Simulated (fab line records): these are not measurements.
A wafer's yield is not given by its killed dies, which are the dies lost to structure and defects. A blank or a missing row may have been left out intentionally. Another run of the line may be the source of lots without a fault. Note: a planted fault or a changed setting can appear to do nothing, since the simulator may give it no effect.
Matching of chambers	flow n5Finfet	N5_HKMG_FIN_ALD_74 on aldHk-02: 4 sister chambers
The step deposits La2O3, target thk 0.5 nm, pulse time 6 s, co reactant pulse time 1 s. 4 wafers are shown with their chamber, then 12 later ones without.

WAFERS, EACH WITH ITS CHAMBER
wafer	chamber	heaterPowerW (W)
L083.2	2	282
L083.4	1	419
L083.5	3	359
L083.6	0	377

WAFERS MISSING THEIR CHAMBER
wafer	heaterPowerW (W)
L086.3	383
L086.5	409
L086.6	380
L087.2	416
L087.4	378
L087.5	342
L088.2	413
L088.3	353
L088.6	351
L094.3	405
L094.4	342
L094.6	352

THE CHAMBER EACH PASSED THROUGH
wafer	from the rows above	in truth
L086.3	can't be placed: 0 or 3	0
L086.5	1	1
L086.6	can't be placed: 0 or 3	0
L087.2	1	1
L087.4	can't be placed: 0 or 3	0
L087.5	can't be placed: 3 or 0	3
L088.2	1	1
L088.3	can't be placed: 3 or 0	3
L088.6	can't be placed: 3 or 0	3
L094.3	can't be placed: 1 or 0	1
L094.4	can't be placed: 3 or 0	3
L094.6	can't be placed: 3 or 0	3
Placed correctly: 3 of 12. Unplaceable from these rows: 9, with the true chamber sitting among the candidates in 9. 0 placed wrongly.
How it was worked out, from the rows above alone: a wafer's distance from a chamber is the root of the sum, over the readings, of the square of ((its reading less the chamber's mean) divided by the reading's scatter). If the next closest chamber is less than 2 further off than the closest, the wafer can't be placed; otherwise it belongs to the closest. A chamber's mean is the mean of its shown wafers. The scatter: root of mean squared gap, hidden wafer to nearest shown wafer, with one shown wafer a chamber.
